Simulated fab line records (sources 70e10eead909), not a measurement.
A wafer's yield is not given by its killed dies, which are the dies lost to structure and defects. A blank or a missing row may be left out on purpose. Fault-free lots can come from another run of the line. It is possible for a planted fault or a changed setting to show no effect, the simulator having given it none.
fab line records ; flow nand-harc
[record] lots = 13; wafers = 39; last-day = 33
route steps=1302 shown P_ZERO_WELL@41 P_STI@87
lots untouched by any fault: they come from a run of this same line in which no faults occurred
start-h: hours from the record's opening day to when the first of the lot's shown wafers began ; wait-h: how many hours have passed since the lot's step before this one ; " unchanged from the row above ; L1.1+2: one row covering several wafers at once ; - either no value or no given start ; * or withheld: withheld ; < > ~ a bound
route shown NAME@n: names a module that has steps shown in the file, with the first one's number in the route ; usual: the fault-free wafers' mean and standard deviation ; same: alike in all rows ; chamber/n: place in a boat ; sites: per-site readings ; _std_site: standard deviation across them ; _edge_site: mean of outer sites minus mean of inner sites ; radius-mm: how far each site lies from the wafer's centre ; mask NAME#n: copy n ; behind: tool/chamber where the wafer was last shaped ; hold: reason for holding the lot/hours on hold/outcome of the hold ; device: the n, p or np transistor that did not switch ; end of line: tests run on the same wafers once the route is complete ; step lacking rows: just its recipe ; killed: dies lost to structure and defects at the first sort, not the wafer's yield ; map: a wafer's dies, x killed, . not, _ none there
set.NAME: the setting the step ran with; set.NAME@STEP: the setting that earlier step ran with ; model.NAME: the simulator's own value behind a step, which no gauge read
the route's steps for a sample of lots (tables are steps, rows are wafers)
services: from which hour (start-h, from the record's first day; less than 0 if before it) a tool's chamber was out of use, for how many hours, and why
[[steps]]
[step NHARC_P_ZERO_WELL_EXPOSE_34]
[recipe] na = 0.6; target-cd-nm = 720; dose-mj = 22.31; mask-id = P_PWELL
[usual] focus-offset-nm = 0.0/0.53
lot.wafer;tool;chamber;start-h;wait-h;mask;focus-offset-nm
L409.1;krf-scanner-04;0;24.00;-;P_PWELL#0;-0.4
L409.2;krf-scanner-04;0;24.00;-;P_PWELL#0;-0.6
L409.5;krf-scanner-04;0;24.00;-;P_PWELL#0;-0.7
L410.1;krf-scanner-04;0;34.01;-;P_PWELL#0;0.7
L410.2;krf-scanner-04;0;34.01;-;P_PWELL#0;-0.6
L410.3;krf-scanner-04;0;34.01;-;P_PWELL#0;-0.2
L412.2;krf-scanner-04;0;53.94;-;P_PWELL#0;-0.7
L412.5;krf-scanner-04;0;53.94;-;P_PWELL#0;-0.4
L412.6;krf-scanner-04;0;53.94;-;P_PWELL#0;-0.8
L413.1;krf-scanner-01;0;64.06;-;P_PWELL#0;-0.4
L413.3;krf-scanner-01;0;64.06;-;P_PWELL#0;0.1
L413.5;krf-scanner-01;0;64.06;-;P_PWELL#0;-0.1
L414.2;krf-scanner-04;0;74.89;-;P_PWELL#0;0.3
L414.4;krf-scanner-04;0;74.89;-;P_PWELL#0;0.3
L414.5;krf-scanner-04;0;74.89;-;P_PWELL#0;0.1
L415.2;krf-scanner-04;0;83.83;-;P_PWELL#0;-0.9
L415.4;krf-scanner-04;0;83.83;-;P_PWELL#0;0.0
L415.5;krf-scanner-04;0;83.83;-;P_PWELL#0;-0.6
L416.2;krf-scanner-04;0;93.82;-;P_PWELL#0;0.0
L416.3;krf-scanner-04;0;93.82;-;P_PWELL#0;0.5
L416.6;krf-scanner-04;0;93.82;-;P_PWELL#0;0.1
L418.2;krf-scanner-04;0;113.99;-;P_PWELL#0;-0.3
L418.4;krf-scanner-04;0;113.99;-;P_PWELL#0;1.1
L418.6;krf-scanner-04;0;113.99;-;P_PWELL#0;0.8
L420.1;krf-scanner-01;0;133.81;-;P_PWELL#0;0.0
L420.5;krf-scanner-01;0;133.81;-;P_PWELL#0;-0.3
L420.6;krf-scanner-01;0;133.81;-;P_PWELL#0;-1.0
L421.1;krf-scanner-04;0;143.93;-;P_NWELL#0;0.0
L421.4;krf-scanner-04;0;143.93;-;P_NWELL#0;-0.1
L421.5;krf-scanner-04;0;143.93;-;P_NWELL#0;0.3
L427.4;krf-scanner-04;0;204.05;-;P_PWELL#0;0.6
L427.5;krf-scanner-04;0;204.05;-;P_PWELL#0;0.1
L427.6;krf-scanner-04;0;204.05;-;P_PWELL#0;-0.1
L431.2;krf-scanner-03;0;243.99;-;P_PWELL#0;0.2
L431.4;krf-scanner-03;0;243.99;-;P_PWELL#0;-0.1
L431.6;krf-scanner-03;0;243.99;-;P_PWELL#0;0.5
L432.2;krf-scanner-03;0;254.14;-;P_PWELL#0;-0.5
L432.5;krf-scanner-03;0;254.14;-;P_PWELL#0;0.5
L432.6;krf-scanner-03;0;254.14;-;P_PWELL#0;0.8
[step NHARC_P_ZERO_WELL_CD_MEAS_37]
[recipe] target-cd-nm = 720; landing-energy-ev = 500
[usual] cd-nm = 720.4/1.4
lot.wafer;tool;chamber;start-h;wait-h;cd-nm
L409.1;cd-sem-02;0;24.15;-;721.1
L409.2;cd-sem-02;0;24.15;-;720.8
L409.5;cd-sem-02;0;24.15;-;720.9
L410.1;cd-sem-03;0;34.17;-;717.3
L410.2;cd-sem-03;0;34.17;-;717.4
L410.3;cd-sem-03;0;34.17;-;717.3
L412.2;cd-sem-02;0;54.09;-;723.3
L412.5;cd-sem-02;0;54.09;-;724.3
L412.6;cd-sem-02;0;54.09;-;724.0
L413.1;cd-sem-02;0;64.22;-;721.0
L413.3;cd-sem-02;0;64.22;-;720.6
L413.5;cd-sem-02;0;64.22;-;719.1
L414.2;cd-sem-01;0;75.04;-;720.2
L414.4;cd-sem-01;0;75.04;-;720.9
L414.5;cd-sem-01;0;75.04;-;721.5
L415.2;cd-sem-02;0;83.98;-;719.3
L415.4;cd-sem-02;0;83.98;-;719.5
L415.5;cd-sem-02;0;83.98;-;722.2
L416.2;cd-sem-03;0;93.97;-;720.0
L416.3;cd-sem-03;0;93.97;-;718.2
L416.6;cd-sem-03;0;93.97;-;719.3
L418.2;cd-sem-02;0;114.14;-;720.7
L418.4;cd-sem-02;0;114.14;-;719.7
L418.6;cd-sem-02;0;114.14;-;722.0
L420.1;cd-sem-03;0;133.96;-;720.0
L420.5;cd-sem-03;0;133.96;-;719.7
L420.6;cd-sem-03;0;133.96;-;721.4
L421.1;cd-sem-02;0;144.08;-;-
L421.4;cd-sem-02;0;144.08;-;-
L421.5;cd-sem-02;0;144.08;-;-
L427.4;cd-sem-01;0;204.20;-;719.0
L427.5;cd-sem-01;0;204.20;-;720.1
L427.6;cd-sem-01;0;204.20;-;719.8
L431.2;cd-sem-01;0;244.14;-;722.1
L431.4;cd-sem-01;0;244.14;-;722.1
L431.6;cd-sem-01;0;244.14;-;720.7
L432.2;cd-sem-02;0;254.30;-;721.5
L432.5;cd-sem-02;0;254.30;-;719.9
L432.6;cd-sem-02;0;254.30;-;720.2
[step NHARC_P_ZERO_WELL_RTA_42]
[recipe] temp-c = 1100; time-s = 300
[usual] lamp-power-pct = 37.0/0.55; lamp_zone_6_pct = 37.0/0.55; wafer_temp_C_max = 1106.4/2.2
lot.wafer;tool;chamber;start-h;wait-h;lamp-power-pct;lamp_zone_6_pct;wafer_temp_C_max
L409.1;rtp-anneal-02;0;26.82;-;36.4;36.4;1105.2
L409.2;rtp-anneal-02;0;26.82;-;36.5;36.3;1105.3
L409.5;rtp-anneal-02;0;26.82;-;36.5;36.4;1103.3
L410.1;rtp-anneal-01;0;36.96;-;37.6;37.5;1109.6
L410.2;rtp-anneal-01;0;36.96;-;37.5;37.4;1110.1
L410.3;rtp-anneal-01;0;36.96;-;37.6;37.4;1106.2
L412.2;rtp-anneal-01;0;56.97;-;37.6;37.5;1109.2
L412.5;rtp-anneal-01;0;56.97;-;37.6;37.4;1107.6
L412.6;rtp-anneal-01;0;56.97;-;37.5;37.5;1110.6
L413.1;rtp-anneal-02;0;66.92;-;36.4;36.3;1103.4
L413.3;rtp-anneal-02;0;66.92;-;36.4;36.4;1103.1
L413.5;rtp-anneal-02;0;66.92;-;36.4;36.4;1103.5
L414.2;rtp-anneal-01;0;78.07;-;37.5;37.5;1108.0
L414.4;rtp-anneal-01;0;78.07;-;37.5;37.5;1107.3
L414.5;rtp-anneal-01;0;78.07;-;37.6;37.5;1109.7
L415.2;rtp-anneal-01;0;86.87;-;37.5;37.5;1108.5
L415.4;rtp-anneal-01;0;86.87;-;37.5;37.5;1111.0
L415.5;rtp-anneal-01;0;86.87;-;37.5;37.4;1106.9
L416.2;rtp-anneal-01;0;96.85;-;37.6;37.5;1107.2
L416.3;rtp-anneal-01;0;96.85;-;37.6;37.5;1107.7
L416.6;rtp-anneal-01;0;96.85;-;37.5;37.5;1108.5
L418.2;rtp-anneal-01;0;117.05;-;37.5;37.5;1108.6
L418.4;rtp-anneal-01;0;117.05;-;37.6;37.5;1107.3
L418.6;rtp-anneal-01;0;117.05;-;37.5;37.4;1110.1
L420.1;rtp-anneal-01;0;136.64;-;37.6;37.5;1104.6
L420.5;rtp-anneal-01;0;136.64;-;37.5;37.5;1107.9
L420.6;rtp-anneal-01;0;136.64;-;37.5;37.5;1108.4
L421.1;rtp-anneal-02;0;146.85;-;36.4;36.4;1103.7
L421.4;rtp-anneal-02;0;146.85;-;36.4;36.5;1102.7
L421.5;rtp-anneal-02;0;146.85;-;36.5;36.3;1104.8
L427.4;rtp-anneal-02;0;207.79;-;36.4;36.3;1103.9
L427.5;rtp-anneal-02;0;207.79;-;36.4;36.4;1106.6
L427.6;rtp-anneal-02;0;207.79;-;36.4;36.4;1104.7
L431.2;rtp-anneal-01;0;247.02;-;37.5;37.5;1110.8
L431.4;rtp-anneal-01;0;247.02;-;37.6;37.5;1109.0
L431.6;rtp-anneal-01;0;247.02;-;37.6;37.4;1106.6
L432.2;rtp-anneal-02;0;257.18;-;36.5;36.4;1103.5
L432.5;rtp-anneal-02;0;257.18;-;36.5;36.4;1104.9
L432.6;rtp-anneal-02;0;257.18;-;36.4;36.4;1105.1
[step NHARC_P_STI_DESCUM_14]
[recipe] time-s = 3; o2-flow-sccm = 200; ar-flow-sccm = 0; bias-power-w = 0; chemistry = O2
[usual] chamber-pressure-mTorr = 60.00/0.061; drypump-motor-current-A = 5.8/0.4; mfc-ar-sccm = 0.006/0.009; oes-product-au = 0.998/0.0086; rf-vpp-V = 57.6/0.8; showerhead-plenum-p-Torr = 1.89/0.064; throttle-valve-pct = 11.311/0.0089
lot.wafer;tool;chamber;start-h;wait-h;chamber-pressure-mTorr;drypump-motor-current-A;mfc-ar-sccm;oes-product-au;rf-hours-counter-h;rf-vpp-V;showerhead-plenum-p-Torr;throttle-valve-pct
L409.1;rie-diel-11;3;47.31;-;60.03;5.9;0.017;0.996;14;58.3;1.99;11.305
L409.2;rie-diel-11;0;47.31;-;60.05;6.4;0.024;0.997;12;56.7;1.93;11.314
L409.5;rie-diel-11;2;47.31;-;59.95;5.8;0;1.000;-;57.3;1.88;11.310
L410.1;rie-diel-09;3;54.93;-;60.04;6.5;0.001;0.995;3;56.8;1.79;11.324
L410.2;rie-diel-09;0;54.93;-;59.98;6.4;0;0.990;4;57.3;1.98;11.309
L410.3;rie-diel-09;2;54.93;-;60.02;5.2;0.023;0.998;4;57.0;1.85;11.296
L412.2;rie-diel-11;3;73.02;-;60.01;5.9;0.017;1.001;15;57.4;1.99;11.310
L412.5;rie-diel-11;0;73.02;-;59.97;6.4;0.024;0.980;-;58.3;1.93;11.322
L412.6;rie-diel-11;1;73.02;-;60.04;5.5;0;0.999;-;57.4;1.92;11.312
L413.3;rie-diel-09;0;82.66;-;60.00;6.4;0;0.989;5;58.3;1.98;11.301
L413.1;rie-diel-09;1;82.66;-;59.92;5.8;0;1.000;5;56.7;1.86;11.327
L413.5;rie-diel-09;0;82.66;-;60.00;6.4;0;0.994;-;58.1;1.98;11.317
L414.4;rie-diel-08;2;93.59;-;60.08;6.0;0.016;0.987;4;58.5;1.92;11.306
L414.2;rie-diel-08;3;93.59;-;59.97;5.6;0;0.990;4;57.1;1.88;11.326
L414.5;rie-diel-08;1;93.59;-;59.99;5.7;0;0.992;-;57.8;1.79;11.301
L415.2;rie-diel-11;3;104.11;-;59.93;5.9;0.017;1.006;1;58.4;1.99;11.314
L415.4;rie-diel-11;1;104.11;-;59.95;5.5;0;0.994;2;57.8;1.92;11.309
L415.5;rie-diel-11;2;104.11;-;60.07;5.8;0;0.983;-;57.7;1.88;11.304
L416.2;rie-diel-09;1;114.51;-;60.03;5.8;0;0.994;7;57.4;1.86;11.309
L416.3;rie-diel-09;2;114.51;-;59.95;5.2;0.023;0.996;6;58.3;1.85;11.313
L416.6;rie-diel-09;0;114.51;-;60.02;6.4;0;0.991;-;56.9;1.98;11.310
L418.2;rie-diel-09;1;138.27;-;59.98;5.8;0;0.999;8;56.7;1.86;11.318
L418.6;rie-diel-09;3;138.27;-;59.92;6.4;0.001;0.987;-;58.7;1.79;11.313
L418.4;rie-diel-09;0;138.27;-;59.96;6.4;0;0.996;-;58.8;1.98;11.318
L420.1;rie-diel-08;3;152.86;-;59.96;5.6;0;0.991;7;57.7;1.88;11.305
L420.5;rie-diel-08;1;152.86;-;60.17;5.7;0;1.003;-;57.4;1.78;11.323
L420.6;rie-diel-08;3;152.86;-;60.03;5.6;0;0.993;-;56.4;1.88;11.315
L427.4;rie-diel-08;0;226.68;-;59.96;5.0;0;1.020;2;58.7;1.95;11.317
L427.6;rie-diel-08;1;226.68;-;59.85;5.7;0;1.011;-;57.4;1.78;11.321
L427.5;rie-diel-08;2;226.68;-;60.13;6.0;0.016;0.994;-;57.3;1.92;11.314
L431.2;rie-diel-09;2;262.61;-;59.99;5.1;0.023;0.996;5;57.4;1.85;11.313
L431.4;rie-diel-09;0;262.61;-;60.04;6.4;0;1.007;3;57.0;1.98;11.326
L431.6;rie-diel-09;3;262.61;-;59.99;6.5;0.001;1.012;-;57.6;1.79;11.308
L432.2;rie-diel-11;0;273.56;-;60.13;6.4;0.024;1.008;0;57.0;1.93;11.295
L432.5;rie-diel-11;0;273.56;-;59.89;6.5;0.024;1.012;-;58.5;1.93;11.316
L432.6;rie-diel-11;1;273.56;-;60.01;5.5;0;1.006;-;55.9;1.92;11.317
[step NHARC_P_STI_OCD_MEAS_17]
[usual] trench-depth-nm = 301/3.8; trench-foot-cd-nm = 157.7/1.5
lot.wafer;tool;chamber;start-h;wait-h;trench-depth-nm;trench-foot-cd-nm
L409.1;ocd-02;-;48.06;0.1;302;156.8
L409.2;ocd-02;-;48.06;0.1;302;156.1
L409.5;ocd-02;-;48.06;0.1;300;156.2
L410.1;ocd-01;-;55.46;0.1;297;157.5
L410.2;ocd-01;-;55.46;0.1;302;158.0
L410.3;ocd-01;-;55.46;0.1;304;157.6
L412.2;ocd-01;-;73.52;0.1;302;157.0
L412.5;ocd-01;-;73.52;0.1;301;158.6
L412.6;ocd-01;-;73.52;0.1;308;159.9
L413.1;ocd-02;-;83.17;0.1;299;159.1
L413.3;ocd-02;-;83.17;0.1;303;157.8
L413.5;ocd-02;-;83.17;0.1;298;159.8
L414.2;ocd-01;-;94.10;0.1;307;158.9
L414.4;ocd-01;-;94.10;0.1;306;158.4
L414.5;ocd-01;-;94.10;0.1;305;157.6
L415.2;ocd-02;-;104.63;0.1;301;160.7
L415.4;ocd-02;-;104.63;0.1;300;159.6
L415.5;ocd-02;-;104.63;0.1;305;158.8
L416.2;ocd-02;-;115.03;0.1;300;157.1
L416.3;ocd-02;-;115.03;0.1;297;159.1
L416.6;ocd-02;-;115.03;0.1;303;157.6
L418.2;ocd-01;-;138.83;0.1;307;159.9
L418.4;ocd-01;-;138.83;0.1;301;159.8
L418.6;ocd-01;-;138.83;0.1;301;159.0
L420.1;ocd-01;-;153.43;0.1;301;154.9
L420.5;ocd-01;-;153.43;0.1;300;155.4
L420.6;ocd-01;-;153.43;0.1;301;155.4
L427.4;ocd-02;-;227.19;0.1;301;158.9
L427.5;ocd-02;-;227.19;0.1;302;159.9
L427.6;ocd-02;-;227.19;0.1;299;158.6
L431.2;ocd-01;-;263.13;0.1;306;160.7
L431.4;ocd-01;-;263.13;0.1;298;159.8
L431.6;ocd-01;-;263.13;0.1;304;159.9
L432.2;ocd-01;-;274.08;0.1;298;155.3
L432.5;ocd-01;-;274.08;0.1;295;158.5
L432.6;ocd-01;-;274.08;0.1;296;159.4
[[services]]
tool;chamber;start-h;hours;kind
krf-scanner-04;-;10.00;4.0;pm
rie-diel-09;3;10.84;14.6;repair
rtp-anneal-02;-;12.00;12.0;pm
rie-diel-08;-;13.80;9.0;pm
rie-diel-08;1;36.13;18.0;repair
rie-diel-09;-;47.12;6.4;repair
rie-diel-08;3;78.03;8.1;repair
rie-diel-11;-;78.50;9.0;pm
rie-diel-09;3;89.55;2.9;repair
rie-diel-09;2;127.64;3.1;repair
rie-diel-08;1;128.85;6.0;repair
rie-diel-09;2;137.26;3.3;repair
rie-diel-09;-;143.10;9.0;pm
rie-diel-11;-;150.76;1.1;repair
rie-diel-11;2;164.83;2.9;repair
rie-diel-09;-;165.66;52.8;repair
krf-scanner-04;-;182.00;4.0;pm
rie-diel-11;2;206.41;6.2;repair
krf-scanner-04;-;223.34;0.7;repair
rie-diel-09;3;233.93;11.8;repair
rie-diel-09;0;236.61;15.8;repair
rie-diel-11;1;244.97;5.7;repair
rie-diel-11;-;255.50;9.0;pm
rie-diel-09;-;271.89;1.1;repair
[[key]]
[first-sign] step = NHARC_P_ZERO_WELL_EXPOSE_34; reading = mask; direction = changed
[effect] step = NHARC_P_ZERO_WELL_CD_MEAS_37; reading = cd-nm; direction = missing
met-at NHARC_P_ZERO_WELL_EXPOSE_34
struck-lots L421
later-rows-left-out L421.1,L421.4,L421.5
sort-left-out L421.1,L421.4,L421.5
tester-left-out L421
not-acting-at NHARC_P_ZERO_WELL_RTA_42,NHARC_P_STI_DESCUM_14,NHARC_P_STI_OCD_MEAS_17
onset-between 113.99 143.93
[fault] kind = wrong-mask; tool = any; chamber = -; onset-h = 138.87; steps = NHARC_P_ZERO_WELL_EXPOSE_34; aux-copy = P_NWELL#0; scope = struck-lots-only
// tester-left-out: of these lots the tester's yield and bins aren't shown, on N5 and GAA mostly nor the transistor test; their killed dies are dies lost to structure and defects alone, not to doping, threshold or leakage, so they don't give the yield
// sort-left-out: the simulated sort isn't trusted on such a fault, so these wafers' sort isn't shown, and their yield isn't known
// later-rows-left-out: the simulator's readings of these wafers behind a module that went badly wrong aren't trusted and aren't shown, but for the sort
